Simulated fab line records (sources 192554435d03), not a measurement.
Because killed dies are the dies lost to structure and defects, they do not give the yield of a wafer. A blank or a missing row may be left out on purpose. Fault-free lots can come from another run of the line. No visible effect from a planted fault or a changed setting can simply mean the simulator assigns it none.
Which tool was responsible?	flow n5-finfet	29 wafers from 10 lots sampled at 6 of the route's 1938 steps

WHAT THE GAUGES READ, wafer by wafer
N5_BEOL_M4_RC_MEAS_101. Usual: DIBL_N 36.2 mV/V, standard deviation 1.2; DIBL_P 36.3 mV/V, standard deviation 1.3; IOFF_N 0.155 nA/um, standard deviation 0.019; IOFF_P 0.210 nA/um, standard deviation 0.029; ION_N 677 uA/um, standard deviation 8.6; ION_P 465 uA/um, standard deviation 6.8; SS_N 71.4 mV/dec, standard deviation 0.48; SS_P 73.2 mV/dec, standard deviation 0.53; VT_N 249.9 mV, standard deviation 2.4; VT_P -250 mV, standard deviation 3.2.
lot	measured	on	DIBL_N (mV/V)	DIBL_P (mV/V)	IOFF_N (nA/um)	IOFF_P (nA/um)	ION_N (uA/um)	ION_P (uA/um)	SS_N (mV/dec)	SS_P (mV/dec)	VT_N (mV)	VT_P (mV)	flag
L984	day 8 20:08	prober-01	34.5 34.6 34.0	35.1 34.9 34.1	0.138 0.140 0.121	0.196 0.194 0.177	682 670 664	470 465 456	70.4 70.7 70.3	73.4 72.7 72.9	250.0 251.1 253.0	-249 -251 -254	
L985	day 9 07:53	prober-02	35.7 37.4 37.0	36.0 38.4 37.4	0.144 0.182 0.166	0.215 0.245 0.222	671 678 666	463 469 464	71.6 70.9 71.0	73.4 74.0 73.7	251.6 246.6 249.5	-249 -247 -248	
L986	day 9 14:22	prober-02	37.6 37.2 36.1	37.0 36.6 35.7	0.164 0.149 0.144	0.198 0.181 0.183	679 673 674	458 457 465	71.6 71.4 71.0	73.7 74.1 73.3	248.7 252.1 251.6	-252 -253 -251	
L987	day 10 00:17	prober-02	35.7 34.8 33.7	36.7 35.9 34.1	0.176 0.147 0.128	0.239 0.219 0.190	682 680 681	470 474 467	71.8 70.9 70.7	72.9 74.0 73.0	251.2 250.3 250.1	-250 -252 -250	
L990	day 10 08:52	prober-01	37.3 35.2 35.7	38.1 36.1 36.5	0.192 0.156 0.164	0.255 0.230 0.228	688 674 676	467 461 467	71.8 71.5 71.1	74.0 73.6 72.9	248.3 248.8 248.3	-245 -245 -249	
L993	day 11 21:41	prober-01	35.9 34.9 37.9	36.1 34.8 38.3	0.138 0.127 0.181	0.197 0.173 0.234	662 664 681	462 461 466	71.7 71.5 72.2	73.6 72.1 73.4	251.8 252.5 248.7	-250 -252 -250	
L996	day 12 01:39	prober-01	37.0 36.3 36.7	37.8 37.1 37.1	0.187 0.175 0.172	0.269 0.266 0.257	680 696 686	469 479 478	71.5 71.9 71.8	74.1 73.7 73.1	245.6 247.8 245.8	-244 -247 -246	
L995	day 12 09:59	prober-02	35.4 34.9 35.6	37.3 36.4 37.5	0.158 0.147 0.172	0.225 0.215 0.238	674 675 680	462 469 472	71.5 71.8 70.5	74.0 73.4 73.7	251.2 249.0 248.5	-249 -249 -246	
L997	day 12 16:52	prober-01	34.9 35.5 35.7	35.2 36.2 36.4	0.129 0.147 0.152	0.162 0.182 0.187	666 669 672	449 455 453	71.6 71.6 72.4	72.5 73.1 73.1	256.9 251.4 251.7	-258 -253 -254	
L999	day 12 18:44	prober-02	36.5 35.7	37.6 36.6	0.155 0.142	0.216 0.194	672 676	464 464	70.9 71.5	73.4 73.3	250.2 251.9	-248 -251	

N5_BEOL_M9_OCD_MEAS_38. Usual: trench-depth-nm at 151.6 nm, with a standard deviation of 2.4.
lot	measured	on	trench-depth-nm (nm)	flag
L984	day 10 18:16	ocd-02	152.6 148.0 156.3	
L985	day 11 07:38	ocd-01	150.1 153.0 154.0	
L986	day 11 14:42	ocd-01	148.7 149.3 152.1	
L987	day 12 00:01	ocd-02	157.3 149.2 151.7	
L990	day 12 07:35	ocd-01	156.1 154.3 150.0	
L993	day 13 18:18	ocd-01	152.8 146.8 150.0	
L996	day 13 17:49	ocd-02	155.7 154.2 154.2	
L995	day 14 01:59	ocd-02	147.0 151.4 151.9	
L997	day 14 07:25	ocd-01	151.7 150.2 152.0	
L999	day 14 11:49	ocd-01	152.3 148.9	

N5_BEOL_M10_THK_MEAS_01. Usual: for M10_ILD_THK the level is 268 nm and the standard deviation is 3.5.
lot	measured	on	M10_ILD_THK (nm)	flag
L984	day 11 00:17	film-metro-01	268 265 267	
L985	day 11 11:07	film-metro-01	268 268 273	
L986	day 11 18:46	film-metro-02	261 265 268	
L987	day 12 04:29	film-metro-01	257 264 271	
L990	day 12 11:06	film-metro-01	269 271 272	
L993	day 13 21:25	film-metro-01	269 268 271	
L996	day 13 20:50	film-metro-01	266 268 272	
L995	day 14 05:38	film-metro-02	140 270 137	OFF
L997	day 14 11:00	film-metro-02	264 260 268	
L999	day 14 15:40	film-metro-01	132 139	OFF

EACH LOT AND THE TOOL THAT RAN IT (in order: tool; ch and the chambers of the sampled wafers; start)
lot	N5_BEOL_M9_SURFACE_TREAT_79	N5_BEOL_M9_ANNEAL_51	N5_BEOL_M10_ILD_DEP_00
L984	pvd-sputter-02, day 10 22:15	rtp-anneal-01 ch 0, day 10 23:01	pecvd-02 ch 0,1,2, day 10 23:44
L985	pvd-sputter-02, day 11 09:01	rtp-anneal-01 ch 0, day 11 09:44	pecvd-03 ch 1,2, day 11 10:31
L986	pvd-sputter-02, day 11 16:52	rtp-anneal-02 ch 0, day 11 17:25	pecvd-02 ch 0,1,2, day 11 18:10
L987	pvd-sputter-02, day 12 00:54	rtp-anneal-02 ch 0, day 12 03:09	pecvd-02 ch 0,1,2, day 12 03:53
L990	pvd-sputter-02, day 12 09:06	rtp-anneal-01 ch 0, day 12 09:46	pecvd-03 ch 0,1,2, day 12 10:31
L993	pvd-sputter-02, day 13 19:26	rtp-anneal-02 ch 0, day 13 20:07	pecvd-04 ch 0,1,2, day 13 20:51
L996	pvd-sputter-01, day 13 19:02	rtp-anneal-01 ch 0, day 13 19:32	pecvd-03 ch 0,1,2, day 13 20:14
L995	pvd-sputter-02, day 14 02:58	rtp-anneal-02 ch 0, day 14 04:17	pecvd-03 ch 0,2, day 14 05:02
L997	pvd-sputter-03, day 14 08:49	rtp-anneal-01 ch 0, day 14 09:39	pecvd-02 ch 0,1, day 14 10:25
L999	pvd-sputter-02, day 14 13:44	rtp-anneal-02 ch 0, day 14 14:20	pecvd-03 ch 0,1, day 14 15:04
- N5_BEOL_M9_SURFACE_TREAT_79
- N5_BEOL_M9_ANNEAL_51: time 90 s.
- N5_BEOL_M10_ILD_DEP_00: deposits SiCOH lowk from DEMS/porogen, target thk 308.51 nm, time 58 s.

AS READ BY THE TOOLS THEMSELVES (means over the sampled wafers that have a number; for cases with no such wafer, the mark the record gives instead)
N5_BEOL_M9_ANNEAL_51. Usual: wafer_temp_C_max at 226.4, with a standard deviation of 0.42.
lot	tool	wafer_temp_C_max	flag
L984	rtp-anneal-01	226.2	
L985	rtp-anneal-01	226.2	
L986	rtp-anneal-02	226.8	
L987	rtp-anneal-02	226.7	
L990	rtp-anneal-01	226.1	
L993	rtp-anneal-02	226.6	
L996	rtp-anneal-01	226.1	
L995	rtp-anneal-02	226.6	
L997	rtp-anneal-01	226.1	
L999	rtp-anneal-02	226.6	

N5_BEOL_M10_ILD_DEP_00. Usual: heater-power-w 314 W, standard deviation 67; rf-fwd-power-W 496.5 W, standard deviation 1.8; run-length-s 100.9 s, standard deviation 0.52; showerhead-plenum-p-Torr 5.738 Torr, standard deviation 0.015; throttle-valve-pct 14.1 %, standard deviation 0.67.
lot	tool	heater-power-w (W)	rf-fwd-power-W (W)	run-length-s (s)	showerhead-plenum-p-Torr (Torr)	throttle-valve-pct (%)	flag
L984	pecvd-02	265	496.1	101.2	5.733	13.7	
L985	pecvd-03	365	497.5	100.2	5.739	13.8	
L986	pecvd-02	236	496.2	101.1	5.720	13.7	
L987	pecvd-02	240	495.7	101.2	5.729	13.8	
L990	pecvd-03	325	497.0	100.9	5.746	14.4	
L993	pecvd-04	331	495.7	100.8	5.746	13.9	
L996	pecvd-03	320	497.6	100.5	5.735	14.4	
L995	pecvd-03	315	496.0	80.9	5.732	14.8	OFF
L997	pecvd-02	280	495.2	100.8	5.755	13.8	
L999	pecvd-03	295	-	71.3	5.739	14.9	OFF

THE ANSWER, worked out from the rows above alone
Rule: take the mean of a lot's wafers that have a number; if it is more than 3 standard deviations from the usual mean, the lot is off. Also off: a lot with no number at a reading for which 4 or more lots have one. The other lots that the step has rows for count as sound. Order of review: gauges by route order, followed by the tools' own readings, for which a lot's mean as printed above is used. At the first step where some lot is off, the reading lying furthest off is the one used; lots without a number count as furthest.
Off: L995, L999, at N5_BEOL_M10_THK_MEAS_01 (M10_ILD_THK).
A tool fits if, at a process step before that reading, it ran every lot that is off, and no sound lot after the first of them. Not tried: the gauges at N5_BEOL_M10_THK_MEAS_01; whatever is off there is also off at N5_BEOL_M10_ILD_DEP_00, on other tools, and gauge error can't account for it. Can't be told from this: 3 tools fit, pvd-sputter-02 at N5_BEOL_M9_SURFACE_TREAT_79, rtp-anneal-02 at N5_BEOL_M9_ANNEAL_51, pecvd-03 at N5_BEOL_M10_ILD_DEP_00.

WHAT HAD BEEN PUT IN BY THE SIMULATOR
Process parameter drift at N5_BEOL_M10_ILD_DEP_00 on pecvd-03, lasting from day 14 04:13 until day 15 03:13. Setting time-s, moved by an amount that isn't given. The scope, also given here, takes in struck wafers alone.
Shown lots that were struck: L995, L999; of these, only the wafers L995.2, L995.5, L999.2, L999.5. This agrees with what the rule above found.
